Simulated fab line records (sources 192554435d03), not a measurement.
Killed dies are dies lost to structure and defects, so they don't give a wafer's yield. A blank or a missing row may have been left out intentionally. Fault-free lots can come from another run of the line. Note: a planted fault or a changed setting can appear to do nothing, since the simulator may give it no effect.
The tool behind it: which one?    flow n5 finfet    12 lots, 36 wafers sampled, at 1 step of a route of 1938

== WHAT EACH GAUGE READ, for each wafer ==
N5_BEOL_M3_INSPECT_59: inspects for defects (darkfield).
lot   measured      on                 raw defect count
L075  day 7 18:11   defect inspect-01  60 92 42
L077  day 8 00:13   defect inspect-02  90 43 53
L079  day 8 19:50   defect inspect-01  42 83 49
L081  day 9 12:01   defect inspect-02  84 40 97
L083  day 9 23:29   defect inspect-02  75 80 60
L085  day 10 06:22  defect inspect-01  62 106 84
L087  day 11 04:01  defect inspect-01  67 46 48
L091  day 11 21:14  defect inspect-01  52 69 44
L090  day 12 02:15  defect inspect-01  43 66 49
L095  day 12 17:46  defect inspect-01  73 71 24
L093  day 13 10:48  defect inspect-01  54 58 89
L097  day 14 05:30  defect inspect-02  56 56 33

== WHAT TOOL EACH LOT RAN ON (gives the tool, then ch and the chambers of the sampled wafers, and finally the start) ==
Record: no process step prior to these readings.

== THE ANSWER, worked out from the rows above alone ==
Rule: what is usual is taken from the lots themselves. The widest of any qualifying gaps counts: lots, ordered by their means at a reading, are off when they make up no more than a third of the lots, leave a main group of 4 or more, and stand apart from it by 3 or more times the standard deviation of that group's means. If all means in a main group match to the digits the tables above print for the reading, that group is not used. A lot without any number at a reading at which 4 lots or more have one is off too. All remaining lots with rows at the step are treated as sound.
Across all readings shown, no lot is off: no conclusion can be drawn from this.

== WHAT HAD BEEN PUT IN BY THE SIMULATOR ==
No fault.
